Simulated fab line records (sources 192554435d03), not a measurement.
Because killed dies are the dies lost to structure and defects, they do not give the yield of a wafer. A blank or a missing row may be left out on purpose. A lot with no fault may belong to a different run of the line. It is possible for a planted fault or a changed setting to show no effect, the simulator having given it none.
What tool caused it? -- flow n5 finfet -- 12 lots (36 wafers sampled), 1 step of a 1938-step route

## WHAT THE GAUGES READ, wafer by wafer
N5_PASSIVATION_CD_MEAS_10: target cd 3000 nm.
lot,measured,on,cd nm (nm)
L295,day 12 20:26,cd sem-01,2996.3 3002.2 2999.8
L298,day 15 06:40,cd sem-02,3001.6 3001.4 3000.0
L301,day 16 04:10,cd sem-02,2998.5 3002.1 3000.5
L300,day 16 05:04,cd sem-03,3002.1 2995.5 2998.0
L302,day 16 14:21,cd sem-02,3001.7 3000.2 3003.0
L304,day 17 05:01,cd sem-01,3004.2 3004.8 3002.1
L305,day 17 15:38,cd sem-02,3003.5 3004.2 3006.4
L297,day 18 02:43,cd sem-02,2998.0 3000.9 3001.4
L312,day 19 04:34,cd sem-02,3000.7 3002.8 3002.4
L309,day 19 09:40,cd sem-02,2993.9 2999.4 2996.8
L316,day 19 22:43,cd sem-01,3000.1 3001.6 2999.3
L317,day 19 23:38,cd sem-03,3000.3 3001.1 2998.1

## EACH LOT AND THE TOOL THAT RAN IT (in order: tool; ch and the chambers of the sampled wafers; start)
There is no process step in the record ahead of these readings.

## AS READ BY THE TOOLS THEMSELVES (means over the sampled wafers that have a number; for cases with no such wafer, the mark the record gives instead)
The record holds no such reading with a usual standard deviation.

## THE ANSWER, worked out from the rows above alone
Rule: the lots themselves supply what counts as usual. The widest of any qualifying gaps counts: lots, ordered by their means at a reading, are off when they make up no more than a third of the lots, leave a main group of 4 or more, and stand apart from it by 3 or more times the standard deviation of that group's means. Not used: any main group whose means are identical at the precision the tables above print for the reading. A lot without any number at a reading at which 4 lots or more have one is off too. Any other lot the step has rows for is counted as sound. After the gauges, taken in route order, come the tools' own readings; for these a lot's mean is taken, as printed above. At the first step where some lot is off, the reading lying furthest off is the one used; lots without a number count as furthest.
No lot is off on any of the readings shown, so nothing can be concluded from this.

## WHAT WAS PUT IN BY THE SIMULATOR
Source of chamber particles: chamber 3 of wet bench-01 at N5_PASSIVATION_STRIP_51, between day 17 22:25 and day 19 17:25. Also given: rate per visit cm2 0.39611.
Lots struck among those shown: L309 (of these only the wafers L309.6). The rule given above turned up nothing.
